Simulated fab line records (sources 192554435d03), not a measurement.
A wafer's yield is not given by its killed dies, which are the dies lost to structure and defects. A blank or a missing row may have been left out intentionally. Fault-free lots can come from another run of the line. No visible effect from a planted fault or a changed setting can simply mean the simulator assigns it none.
Split-lot experiment    flow n5 finfet    21 wafers read from 7 lots, route of 1938 steps

== ABOUT THE SPLIT ==
At N5_WELL_APT_PEB_23 (peb time 90 s), the setting peb temp c was moved away from the recipe's 130 C on 5 of the 21 wafers read, by -1.5% to +2.0%. The other wafers ran this setting at the recipe's value.

== FROM THE SPLIT TO THE READING: what the file shows between them, 2 steps ==
- N5_WELL_APT_DEVELOP_24: develop time 45 s
- N5_WELL_APT_HARDBAKE_29: time 120 s

== THE READING ==
cd nm (nm) at N5_WELL_APT_CD_MEAS_25, where the cd target is 200 nm. Typical for fault-free wafers on this fab line: 200.1 nm, with standard deviation 1.8 nm.

wafer   tool, chamber at the split  peb temp c as run, C  against the recipe  cd nm, nm  against lot-mates on the recipe
L077.4  litho track-03, 0           128                   -1.5%               188.2      -11.8
L077.5  litho track-03, 0           130                   recipe              200.0      -
L077.6  litho track-03, 0           128                   -1.5%               188.8      -11.2
L082.2  litho track-01, 0           130                   recipe              200.2      -
L082.5  litho track-01, 0           130                   recipe              198.0      -
L082.6  litho track-01, 0           130                   recipe              201.2      -
L085.3  litho track-04, 0           131.2                 +0.9%               207.5      +7.1
L085.4  litho track-04, 0           130                   recipe              200.5      -
L085.5  litho track-04, 0           130                   recipe              200.4      -
L087.3  litho track-01, 0           130                   recipe              202.5      -
L087.4  litho track-01, 0           130                   recipe              199.0      -
L087.6  litho track-01, 0           130                   recipe              200.3      -
L091.1  litho track-04, 0           132.6                 +2.0%               214.0      +15.5
L091.2  litho track-04, 0           132.6                 +2.0%               212.7      +14.2
L091.3  litho track-04, 0           130                   recipe              198.5      -
L092.1  litho track-01, 0           130                   recipe              203.6      -
L092.3  litho track-01, 0           130                   recipe              201.8      -
L092.5  litho track-01, 0           130                   recipe              199.4      -
L095.1  litho track-04, 0           130                   recipe              202.2      -
L095.2  litho track-04, 0           130                   recipe              200.4      -
L095.5  litho track-04, 0           130                   recipe              199.7      -

FIT RESULTS
A straight line over all 21 wafers: cd nm changes by +7.01 nm for each +1% of peb temp c; r = +0.97; the points scatter about the line by 1.4 nm.
The same after taking each lot's own level away (the mean of its wafers on the recipe; 21 wafers): +7.46 nm for each +1%; r = +0.98; scatter 1.1 nm.
That fit puts the effect of the largest move of peb temp c on the reading at 15 nm.
The span of the lots' own levels, 198.50 to 201.60 nm, comes to 1.7 times the standard deviation stated above.
Hence the lot-to-lot level has little effect on the slope; both slopes agree.
Check: with one of the wafers moved furthest among these (+2.0%) left out of the fit, the line predicts +14.6 nm for it against its lot-mates. It came out at +15.5 nm against them.

== FURTHER SPLITS ON THESE WAFERS ==
These wafers also went through other splits before the reading. Each is held against what the fit with the lots' levels taken away leaves over:
other split on the same wafers  wafers away from the commonest value  r with cd nm (lot level and that fit taken away)
N5_WELL_APT_COAT_19 spin rpm    9                                     +0.44

== THE WHOLE CHAIN: every reading that the file lists as answering this split, in the file's order ==
step                    what it does              reading                                                          change (the file's fit)               r (the file's)
N5_WELL_APT_CD_MEAS_25  target cd 200 nm          cd nm                                                            +7.47 nm for each +1% of the setting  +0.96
N5_WELL_APT_DESCUM_30   chemistry O2, time 7.9 s  WELL_APT.cd nm (the simulator's own value, which no gauge read)  +7.51 nm for each +1% of the setting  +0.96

== FILE'S OWN FIT ==
cd nm changes by +7.47 nm for each +1% of peb temp c, r = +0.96.
